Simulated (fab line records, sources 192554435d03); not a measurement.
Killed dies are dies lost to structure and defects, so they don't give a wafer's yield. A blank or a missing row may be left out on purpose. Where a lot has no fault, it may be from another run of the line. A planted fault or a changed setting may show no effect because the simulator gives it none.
Chamber matching | flow n5Finfet | cmp-01 running N5_DUMMY_GATE_CMP_04: 4 sister chambers
The step polishes a-Si. 4 wafers are shown with their chamber, then 11 later ones without.

## EACH WAFER AND ITS CHAMBER
wafer  | chamber | motorCurrentA (A)
L083.3 | 1       | 12.3
L087.3 | 2       | 13.5
L087.5 | 3       | 10.7
L092.1 | 0       | 10.7

## WAFERS MISSING THEIR CHAMBER
wafer  | motorCurrentA (A)
L092.2 | 11.2
L092.3 | 12.5
L094.1 | 13.3
L094.5 | 10.3
L094.6 | 11.3
L095.2 | 13.0
L095.3 | 11.1
L095.4 | 10.9
L097.2 | 12.2
L097.4 | 10.3
L097.5 | 10.1

## WHICH CHAMBER EACH ONE RAN IN
wafer  | from the rows above          | in truth
L092.2 | can't be placed: 0 or 3 or 1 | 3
L092.3 | can't be placed: 1 or 2      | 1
L094.1 | can't be placed: 2 or 1      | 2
L094.5 | can't be placed: 0 or 3      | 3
L094.6 | can't be placed: 0 or 3 or 1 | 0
L095.2 | can't be placed: 2 or 1      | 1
L095.3 | can't be placed: 0 or 3 or 1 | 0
L095.4 | can't be placed: 0 or 3      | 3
L097.2 | 1                            | 1
L097.4 | can't be placed: 0 or 3      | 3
L097.5 | can't be placed: 0 or 3      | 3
Correctly placed: 1 of 11. These rows do not allow placing 10 (true chamber among the candidates in 10). 0 placed wrongly.
How it was worked out, from the rows above alone: a wafer's distance from a chamber is the root of the sum, over the readings, of the square of ((its reading less the chamber's mean) divided by the reading's scatter). The wafer belongs to the nearest chamber; if the next one is less than 2 further off, it can't be placed. For every chamber, the mean is computed from those of its wafers that are shown. The scatter (one wafer shown for each chamber): square how far every hidden wafer sits from the nearest shown wafer, average those squares and take the square root.
